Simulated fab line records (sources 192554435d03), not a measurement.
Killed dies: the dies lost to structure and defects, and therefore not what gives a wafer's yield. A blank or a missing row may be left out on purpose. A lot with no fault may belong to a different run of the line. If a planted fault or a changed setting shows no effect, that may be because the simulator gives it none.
fab line records	flow n5Finfet
[record] lots = 9	wafers = 26	lastDay = 17
route steps=1938 shown BEOL_M4@1057
lots that met no fault: from a run of the same line without faults
startH: start of the lot's first displayed wafer, in hours after the record's first day	waitH: hours from the lot's prior step to this one	" identical to the entry in the row above	L1.1+2: one row covering several wafers at once	- either no value or no given start	* or withheld: withheld	< > ~ a bound
route shown NAME@n: a module of which the file shows steps, and the number in the route of the first	usual: mean and standard deviation over wafers with no fault	same: alike in all rows	chamber/n: place in a boat	sites: readings site by site	_std_site: how widely they spread, as a standard deviation	_edge_site: inner sites' mean taken away from outer sites' mean	radiusMm: how far each site lies from the wafer's centre	mask NAME#n: copy n	behind: tool/chamber where the wafer was last shaped	hold: reason for holding the lot/hours on hold/outcome of the hold	device: the transistor (n, p or np) that didn't switch	end of line: the tests these same wafers got at the end of their route	a step without rows: its recipe alone	killed: at the first sort, the dies lost to defects and structure; wafer yield is something else	map: dies across one wafer; x = killed, . = not, _ = none there
set.NAME: setting as actually run; set.NAME@STEP: the setting as run at that earlier step	model.NAME: the simulator's own value behind a step, which no gauge read
a sample of lots followed through the steps of the route, with each step as a table and each wafer as a row
services: the hour from which a tool's chamber was out of use, counted from the record's first day as startH (under 0 if before that day), plus the number of hours and why
[[steps]]
[step N5_BEOL_M4_OVL_MEAS_29]
[recipe] pointsPerWafer = 522
[usual] V3_OVL = 0.4/0.68
lot.wafer	tool	chamber	startH	waitH	V3_OVL[nm]
L562.3	overlay-01	0	174.38	0.0	1.2
L562.4	"	0	"	"	1.1
L562.6	"	0	"	"	0.1
L572.4	overlay-02	0	221.26	0.0	0.7
L572.6	"	0	"	"	0.2
L571.2	overlay-02	0	222.53	0.0	0.0
L571.3	"	0	"	"	1.7
L571.4	"	0	"	"	-0.8
L575.1	overlay-02	0	259.82	0.0	0.3
L575.3	"	0	"	"	-0.3
L575.4	"	0	"	"	0.7
L577.3	overlay-02	0	263.22	0.0	-0.4
L577.4	"	0	"	"	0.5
L577.6	"	0	"	"	0.7
L576.3	overlay-02	0	263.47	0.0	0.7
L576.4	"	0	"	"	-0.2
L576.5	"	0	"	"	0.3
L579.1	overlay-01	0	265.76	0.0	0.9
L579.4	"	0	"	"	0.6
L579.6	"	0	"	"	0.0
L581.2	overlay-02	0	277.85	0.0	0.5
L581.3	"	0	"	"	-0.4
L581.6	"	0	"	"	0.9
L583.1	overlay-02	0	304.25	0.0	0.8
L583.2	"	0	"	"	0.8
L583.5	"	0	"	"	1.0
[step N5_BEOL_M4_ETCH_69]
[recipe] chemistry = CF4	target = SiARC	targetDepthA = 156	maskMaterial = CAR-EUV	timeS = 26	ionEnergyEv = 80	pressureMtorr = 40	sourceW = 545	biasW = 36	Ar_flow_sccm = 100	cf4FlowSccm = 100	ends = cleared
[usual] biasW = 36.01/0.1	drypumpMotorCurrentA = 5.7/0.57	etchRfOnTimeS = 26.2/0.8	mfcArSccm = 99.98/0.3	oesProductAu = 0.69/0.065	rfVppV = 184.2/1.1	showerheadPlenumPTorr = 2.15/0.069	throttleValvePct = 15.52/0.2
lot.wafer	tool	chamber	startH	waitH	biasW	drypumpMotorCurrentA	etchRfOnTimeS	mfcArSccm	oesProductAu	rfHoursCounterH	rfVppV	showerheadPlenumPTorr	throttleValvePct
L562.3	rieDiel-02	0	174.51	0.0	35.84	5.5	25.2	100.01	0.68	127	185.3	2.14	15.48
L562.4	"	1	"	"	36.10	5.3	26.3	99.84	0.64	170	182.6	2.16	15.69
L562.6	"	3	"	"	35.92	6.5	25.9	100.28	0.60	-	183.7	2.13	15.81
L572.4	rieDiel-02	3	221.39	0.0	36.07	6.4	26.0	100.23	0.59	225	184.5	2.12	15.85
L572.6	"	3	"	"	35.98	6.4	26.0	100.26	0.59	-	183.8	2.12	15.86
L571.2	rieDiel-06	3	222.67	0.0	36.07	5.7	26.1	99.87	0.80	12	183.7	2.10	15.16
L571.3	"	2	"	"	35.98	6.4	25.3	100.79	0.75	44	186.6	2.27	15.43
L571.4	"	3	"	"	36.05	5.7	26.0	99.72	0.80	-	182.7	2.10	15.15
L575.1	rieDiel-05	2	259.97	0.0	36.00	6.5	27.7	100.41	0.70	58	186.8	2.27	15.51
L575.3	"	0	"	"	36.06	5.5	26.9	99.77	0.65	135	184.0	2.07	15.53
L575.4	"	3	"	"	35.94	5.8	27.6	99.65	0.73	39	184.1	2.08	15.58
L577.3	rieDiel-02	0	263.35	0.0	36.07	5.5	25.1	100.20	0.66	161	183.8	2.13	15.54
L577.4	"	1	"	"	35.82	5.3	26.1	99.39	0.62	-	185.0	2.15	15.72
L577.6	"	0	"	"	35.98	5.5	24.8	100.28	0.66	-	183.8	2.13	15.56
L576.3	rieDiel-06	2	263.60	0.0	35.86	6.4	25.0	99.68	0.73	62	186.4	2.26	15.45
L576.4	"	1	"	"	36.13	5.5	26.0	100.03	0.77	-	184.4	2.18	15.46
L576.5	"	3	"	"	36.03	5.7	26.4	99.65	0.76	-	183.2	2.09	15.19
L579.1	rieDiel-06	0	265.99	0.0	36.01	4.8	25.9	100.00	0.71	82	184.7	2.08	15.45
L579.4	"	3	"	"	36.09	5.7	26.2	100.28	0.76	31	184.4	2.09	15.19
L579.6	"	1	"	"	36.06	5.5	26.1	100.56	0.77	-	185.4	2.18	15.46
L581.2	rieDiel-05	2	277.99	0.0	36.28	6.5	27.2	100.11	0.70	65	184.1	2.27	15.52
L581.3	"	1	"	"	35.71	5.4	24.7	99.78	0.81	15	183.7	2.11	15.28
L581.6	"	0	"	"	35.85	5.5	26.2	99.60	0.65	-	183.6	2.06	15.57
L583.1	rieDiel-05	0	304.40	0.0	35.95	5.5	26.8	100.05	0.64	150	183.0	2.06	15.58
L583.2	"	1	"	"	35.98	5.4	24.9	100.21	0.79	25	183.8	2.11	15.29
L583.5	"	2	"	"	35.91	6.5	27.2	100.41	0.69	-	185.8	2.27	15.55
[step N5_BEOL_M4_ETCH_70]
[recipe] chemistry = N2/H2	target = SOC	targetDepthA = 800	overetchA = 240	maskMaterial = SiARC	tempC = 40	timeS = 130	ionEnergyEv = 200	pressureMtorr = 30	sourceW = 840	biasW = 150	n2FlowSccm = 200	h2FlowSccm = 200
[usual] biasW = 149.9/0.45	drypumpMotorCurrentA = 5.6/0.58	oesProductAu = 0.57/0.055	rfVppV = 524.1/2	showerheadPlenumPTorr = 2.55/0.062	throttleValvePct = 17.71/0.25
lot.wafer	tool	chamber	startH	waitH	biasW	drypumpMotorCurrentA	oesProductAu	rfHoursCounterH	rfVppV	showerheadPlenumPTorr	throttleValvePct
L562.3	rieDiel-02	1	177.98	0.0	150.0	5.3	0.55	171	524.1	2.53	17.68
L562.4	"	3	"	"	149.4	6.5	0.52	205	522.6	2.53	17.92
L562.6	"	1	"	"	150.6	5.3	0.55	-	525.6	2.53	17.67
L572.4	rieDiel-06	0	229.92	0.0	148.8	4.9	0.61	71	522.7	2.49	17.92
L572.6	"	0	"	"	149.8	4.9	0.62	-	522.1	2.49	17.93
L571.2	rieDiel-02	2	230.06	0.0	150.1	4.7	0.57	140	526.7	2.63	17.30
L571.3	"	1	"	"	149.8	5.3	0.54	191	525.0	2.52	17.72
L571.4	"	0	"	"	149.1	5.5	0.57	149	524.1	2.56	17.81
L575.1	rieDiel-02	3	261.25	0.0	149.5	6.5	0.50	239	521.8	2.51	17.99
L575.3	"	1	"	"	150.3	5.3	0.54	200	522.8	2.52	17.73
L575.4	"	0	"	"	150.5	5.5	0.56	160	523.5	2.56	17.85
L577.3	rieDiel-02	3	269.19	0.0	169.1	6.5	0.50	240	564.3	2.51	18.00
L577.4	"	0	"	"	168.8	5.5	0.56	163	565.8	2.56	17.83
L577.6	"	0	"	"	168.7	5.5	0.56	-	564.2	2.56	17.83
L576.3	rieDiel-02	3	272.33	0.0	168.1	6.5	0.50	241	563.4	2.51	18.00
L576.4	"	0	"	"	167.8	5.5	0.56	165	563.9	2.56	17.84
L576.5	"	2	"	"	169.0	4.7	0.56	-	566.6	2.63	17.33
L579.1	rieDiel-02	1	276.15	0.0	168.6	5.3	0.53	206	563.3	2.52	17.75
L579.4	"	0	"	"	169.3	5.5	0.56	166	565.1	2.56	17.85
L579.6	"	3	"	"	168.1	6.5	0.51	-	563.9	2.51	17.99
L581.2	rieDiel-05	2	281.37	0.0	149.7	6.5	0.62	66	526.9	2.68	17.73
L581.3	"	3	"	"	149.4	5.7	0.63	46	522.7	2.48	18.01
L581.6	"	0	"	"	150.1	5.5	0.57	-	520.8	2.46	17.89
L583.1	rieDiel-06	2	305.05	0.0	150.1	6.4	0.61	77	527.4	2.68	17.55
L583.2	"	0	"	"	150.2	4.8	0.59	93	522.6	2.48	17.99
L583.5	"	0	"	"	150.0	4.8	0.59	-	522.4	2.48	17.97
[step N5_BEOL_M4_TRENCH_ETCH_37]
[recipe] chemistry = C4F6/O2	targetDepthA = 555.55	target = SiOC	timeS = 29.2	ionEnergyEv = 250	pressureMtorr = 30	sourceW = 355	biasW = 185	Ar_flow_sccm = 300	C4F6_flow_sccm = 10	O2_flow_sccm = 10
[usual] C4F6_flow_sccm = 9.997/0.029	biasW = 185.0/0.53	drypumpMotorCurrentA = 5.6/0.58	mfcArSccm = 300.2/0.93	oesProductAu = 0.77/0.077	rfVppV = 662/15	showerheadPlenumPTorr = 2.85/0.076	throttleValvePct = 20.76/0.2
lot.wafer	tool	chamber	startH	waitH	C4F6_flow_sccm	biasW	drypumpMotorCurrentA	mfcArSccm	oesProductAu	rfHoursCounterH	rfVppV	showerheadPlenumPTorr	throttleValvePct
L562.3	rieDiel-02	1	-	-	9.930	185.0	5.3	298.8	0.74	171	679	2.87	20.89
L562.4	"	3	"	"	9.987	185.4	6.5	301.4	0.70	205	641	2.81	20.94
L562.6	"	1	"	"	9.946	185.4	5.3	299.8	0.75	-	678	2.87	20.89
L572.4	rieDiel-06	0	-	-	10.026	185.4	4.8	299.7	0.84	72	680	2.74	20.52
L572.6	"	0	"	"	10.007	185.1	4.8	298.8	0.84	-	679	2.74	20.54
L571.2	rieDiel-02	2	-	-	9.989	184.1	4.7	299.6	0.75	140	669	2.95	20.50
L571.3	"	1	"	"	9.998	185.6	5.3	299.8	0.73	191	678	2.86	20.92
L571.4	"	0	"	"	9.974	185.4	5.5	300.8	0.78	150	655	2.84	20.75
L575.1	rieDiel-02	3	-	-	10.005	184.7	6.4	300.1	0.67	239	641	2.80	21.00
L575.3	"	1	"	"	9.978	185.5	5.3	299.4	0.72	200	677	2.85	20.92
L575.4	"	0	"	"	10.038	185.1	5.5	300.2	0.77	160	655	2.84	20.75
L577.3	rieDiel-02	3	-	-	9.997	184.6	6.5	300.1	0.67	240	640	2.80	21.01
L577.4	"	0	"	"	9.963	185.1	5.5	301.2	0.76	164	654	2.83	20.75
L577.6	"	0	"	"	9.967	185.7	5.5	300.2	0.77	-	654	2.84	20.77
L576.3	rieDiel-02	3	-	-	9.962	184.6	6.5	301.0	0.66	242	642	2.80	20.99
L576.4	"	0	"	"	10.078	184.6	5.5	298.1	0.77	165	657	2.83	20.77
L576.5	"	2	"	"	9.984	184.9	4.7	299.5	0.74	-	670	2.95	20.52
L579.1	rieDiel-02	1	-	-	9.968	184.7	5.3	301.3	0.73	206	678	2.85	20.93
L579.4	"	0	"	"	10.001	185.2	5.5	299.0	0.77	166	654	2.83	20.77
L579.6	"	3	"	"	9.962	184.6	6.5	300.1	0.68	-	641	2.80	21.00
L581.2	rieDiel-05	2	-	-	9.984	184.4	6.5	301.6	0.82	66	671	3.00	20.78
L581.3	"	3	"	"	10.034	185.1	5.7	300.0	0.85	47	678	2.76	20.86
L581.6	"	0	"	"	9.997	184.4	5.4	299.9	0.75	-	664	2.73	20.67
L583.1	rieDiel-06	2	-	-	10.046	184.7	6.4	299.7	0.84	77	684	2.98	20.63
L583.2	"	0	"	"	9.955	184.3	4.8	299.9	0.82	94	681	2.73	20.54
L583.5	"	0	"	"	9.996	184.1	4.9	300.3	0.81	-	680	2.73	20.56
[step N5_BEOL_M4_RC_MEAS_101]
[usual] DIBL_N = 37.1/2.4	DIBL_P = 37/3	IOFF_N = 0.18/0.053	IOFF_P = 0.21/0.05	ION_N = 674/14	ION_P = 459/9.2	SS_N = 72.1/0.9	SS_P = 73.4/0.89	VT_N = 250/3.8	VT_P = -251/3.7
lot.wafer	tool	chamber	startH	waitH	DIBL_N[mV/V]	DIBL_P[mV/V]	IOFF_N[nA/um]	IOFF_P[nA/um]	ION_N[uA/um]	ION_P[uA/um]	SS_N[mV/dec]	SS_P[mV/dec]	VT_N[mV]	VT_P[mV]
L562.3	prober-01	0	182.98	0.3	39.5	40	0.21	0.29	680	466	72.7	74.0	248	-246
L562.4	"	0	"	"	36.7	37	0.15	0.22	671	461	71.6	73.3	251	-251
L562.6	"	0	"	"	34.4	33	0.13	0.17	654	450	71.9	71.9	255	-253
L572.4	prober-01	0	234.68	0.5	35.6	36	0.17	0.20	678	462	72.4	73.2	250	-251
L572.6	"	0	"	"	37.2	38	0.22	0.23	698	465	71.5	74.4	244	-250
L571.2	prober-02	0	234.89	0.2	37.4	35	0.20	0.18	679	453	72.4	73.6	248	-253
L571.3	"	0	"	"	37.3	39	0.17	0.22	670	455	71.4	74.0	251	-252
L571.4	"	0	"	"	38.5	39	0.20	0.22	672	449	73.4	74.6	250	-251
L575.1	prober-02	0	265.37	0.0	35.8	36	0.15	0.19	694	467	71.0	72.6	250	-253
L575.3	"	0	"	"	39.2	40	0.21	0.25	679	466	72.0	74.1	246	-250
L575.4	"	0	"	"	39.0	41	0.21	0.27	712	484	72.4	74.0	243	-248
L577.3	prober-02	0	274.10	0.3	35.3	33	0.13	0.16	663	454	70.9	72.4	250	-255
L577.4	"	0	"	"	39.8	40	0.20	0.25	685	468	72.8	74.7	248	-247
L577.6	"	0	"	"	37.4	37	0.15	0.21	666	458	71.4	73.0	251	-250
L576.3	prober-01	0	277.27	0.3	44.3	45	0.39	0.41	708	473	74.5	75.2	243	-240
L576.4	"	0	"	"	36.7	35	0.17	0.20	664	453	71.5	73.1	250	-250
L576.5	"	0	"	"	38.2	38	0.19	0.24	671	458	71.8	73.4	249	-250
L579.1	prober-01	0	280.56	0.0	40.9	42	0.28	0.33	695	474	72.6	74.0	242	-243
L579.4	"	0	"	"	36.4	37	0.15	0.21	671	462	72.2	72.9	250	-249
L579.6	"	0	"	"	41.2	43	0.27	0.33	688	469	73.1	74.9	245	-244
L581.2	prober-02	0	288.24	0.2	41.6	41	0.28	0.27	683	463	73.6	75.0	243	-248
L581.3	"	0	"	"	35.2	35	0.14	0.17	651	446	71.9	72.9	255	-255
L581.6	"	0	"	"	39.3	38	0.24	0.23	682	461	73.2	74.9	247	-251
L583.1	prober-01	0	309.62	0.0	36.6	37	0.17	0.18	682	459	72.2	72.7	251	-256
L583.2	"	0	"	"	34.7	35	0.14	0.16	665	446	71.2	73.3	251	-255
L583.5	"	0	"	"	34.5	35	0.14	0.16	670	458	70.7	73.3	252	-258
[[services]]
tool	chamber	startH	hours	kind
rieDiel-05	0	153.50	6.6	repair
rieDiel-06	3	172.77	-	clean
rieDiel-06	3	172.77	-	consumableReplace:focusRing
rieDiel-06	3	172.77	22.0	scheduledDown
rieDiel-06	3	172.77	22.0	ventCycle
rieDiel-05	-	198.73	14.6	pm
rieDiel-06	1	206.72	-	clean
rieDiel-06	1	206.72	-	consumableReplace:focusRing
rieDiel-06	1	206.72	22.6	scheduledDown
rieDiel-06	1	206.72	22.6	ventCycle
rieDiel-05	1	216.85	-	clean
rieDiel-05	1	216.85	-	consumableReplace:focusRing
rieDiel-05	0	231.06	1.6	repair
rieDiel-06	-	236.71	0.9	repair
rieDiel-06	0	252.51	12.0	repair
rieDiel-02	3	262.99	5.7	repair
rieDiel-02	-	271.93	0.3	repair
rieDiel-05	0	291.72	5.4	repair
rieDiel-02	3	294.43	-	clean
rieDiel-02	3	294.43	-	consumableReplace:esc
rieDiel-02	3	294.43	-	consumableReplace:focusRing
rieDiel-02	3	294.43	26.6	scheduledDown
rieDiel-02	3	294.43	26.6	ventCycle
rieDiel-06	0	295.00	3.9	repair
[[key]]
[firstSign] step = N5_BEOL_M4_ETCH_70	reading = biasW	direction = up	sigmas = 42	usual = *	struck = *
[effect] step = N5_BEOL_M4_ETCH_70	reading = rfVppV	direction = up	sigmas = 20	usual = 524.1	struck = 564.5
metAt N5_BEOL_M4_ETCH_70
struckLots L576,L577,L579
[baselineLoss] step = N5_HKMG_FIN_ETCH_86	wafers = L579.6
notActingAt N5_BEOL_M4_OVL_MEAS_29,N5_BEOL_M4_ETCH_69,N5_BEOL_M4_TRENCH_ETCH_37
onsetBetween 261.25 269.19
[fault] kind = processParameterDrift	tool = rieDiel-02	chamber = -	onsetH = 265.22	steps = N5_BEOL_M4_ETCH_70	channel = biasW	offset = *	shape = step	endH = 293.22	actsIn = *	stated = *
// baselineLoss: these wafers lose ten dies or more at that step, a loss of the line's own and not of a fault; the sort's usual values leave them out
